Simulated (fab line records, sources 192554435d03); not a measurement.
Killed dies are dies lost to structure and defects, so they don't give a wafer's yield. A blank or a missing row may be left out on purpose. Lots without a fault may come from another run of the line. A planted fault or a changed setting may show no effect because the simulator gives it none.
A struck lot beside a sound one | flow n5_finfet | 15 steps out of a route of 1938
Sound: wafers L354.1, L354.2, L354.6. Struck: wafers L373.1, L373.4. (L373.2 of the same lot was not struck and is left out.) The cause comes at the end.
At each step with rows: each side's tool, then ch and its chambers, then its first start. Under that, the readings that differ: sound wafers | struck wafers | difference of the means | sigmas: that difference in standard deviations of wafers without a fault.
alike: readings whose means differ by less than 2 such deviations, and words and numbers that are the same on both sides. not compared: withheld readings, readings that some wafer has no value for, bounds like >300 that may hide the same value, and numbers for which the record gives no deviation and whose values overlap.
The two part at a step that has a row with sigmas, a row that says differs or no value, or rows on one side only. Numbers that don't overlap but have no deviation are shown without sigmas and don't part them. A reading that every wafer of one side lacks parts them only if that side has two wafers or more.

N5_BEOL_M3_ETCH_41: etches SiCN in CH3F/O2, target depth 29.9 nm, time 52.5 s.
  sound on rie_diel-03 ch 0,2,3; struck on rie_diel-06 ch 1,3
  alike: CH3F_flow_sccm, drypump_motor_current_A, oes_product_au, rf_vpp_V, showerhead_plenum_p_Torr, throttle_valve_pct
  not compared: rf_hours_counter_h
then, 1 step without rows for these wafers: N5_BEOL_M3_STRIP_97 (strips in N2/H2, time 10 s).
N5_BEOL_M3_OCD_MEAS_38:
  sound on ocd-02, day 8 10:28; struck on ocd-01, day 14 01:43
  alike: trench_depth_nm
then, 4 steps without rows for these wafers: N5_BEOL_M3_HM_STRIP_39 (strips TiN in peroxide tin strip, target depth 25 nm, time 158 s); N5_BEOL_M3_SRD_40 (time 30 s); N5_BEOL_M3_PRECLEAN_42 (cleans in residue remover, time 60 s); N5_BEOL_M3_SRD_43 (time 30 s).
N5_BEOL_M3_CD_MEAS_35: target cd 18 nm, target cd y 21 nm.
  sound on cd_sem-02, day 8 10:38; struck on cd_sem-02, day 14 01:52
  alike: cd_nm
N5_BEOL_M3_DEGAS_44: time 60 s.
  sound on pvd_sputter-01, day 8 10:58; struck on pvd_sputter-01, day 14 01:56
  alike: heater_power_w
then, 1 step without rows for these wafers: N5_BEOL_M3_PRE_CLEAN_45 (time 30 s).
N5_BEOL_M3_ALD_84: deposits TaN, pulse time 2 s, purge time 3 s, co reactant purge time 2 s.
  sound on ald_metal-04 ch 0,1,3, day 8 11:05; struck on ald_metal-03 ch 2,3, day 14 02:02
  alike: heater_power_w
N5_BEOL_M3_SURFACE_TREAT_85:
  sound on pvd_sputter-01, day 8 11:20; struck on pvd_sputter-01, day 14 02:16
  not compared: throttle_valve_pct
N5_BEOL_M3_CVD_47: deposits Co from CCTBA/H2, target thk 3 nm, time 223.8 s.
  sound on cvd_co-01 ch 1,2, day 8 11:23; struck on cvd_co-02 ch 1,2, day 14 02:20
  reading          | sound             | struck      | difference | sigmas
  run_length_s (s) | 246.5 246.3 245.9 | 181.0 181.4 | -65.0      | -99 or more
N5_BEOL_M3_SPUTTER_48: material Cu, target thk 4.5 nm, time 8.29 s.
  sound on pvd_sputter-01, day 8 11:37; struck on pvd_sputter-02, day 14 02:35
  alike: throttle_valve_pct
N5_BEOL_M4_RC_MEAS_101:
  sound on prober-01 ch 0, day 9 18:47; struck on prober-01 ch 0, day 14 15:13
  reading       | sound          | struck    | difference | sigmas
  SS_N (mV/dec) | 71.1 70.9 70.6 | 72.1 72.1 | +1.2       | +2
  alike: DIBL_N, DIBL_P, IOFF_N, IOFF_P, ION_N, ION_P, SS_P, VT_N, VT_P

WHERE THEY PART
First at N5_BEOL_M3_CVD_47; last, within this record, at N5_BEOL_M4_RC_MEAS_101.

WHY: what the simulator had put in
Process parameter drift: cvd_co-02, from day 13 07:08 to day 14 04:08, at N5_BEOL_M3_CVD_47. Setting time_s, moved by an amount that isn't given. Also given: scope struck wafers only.
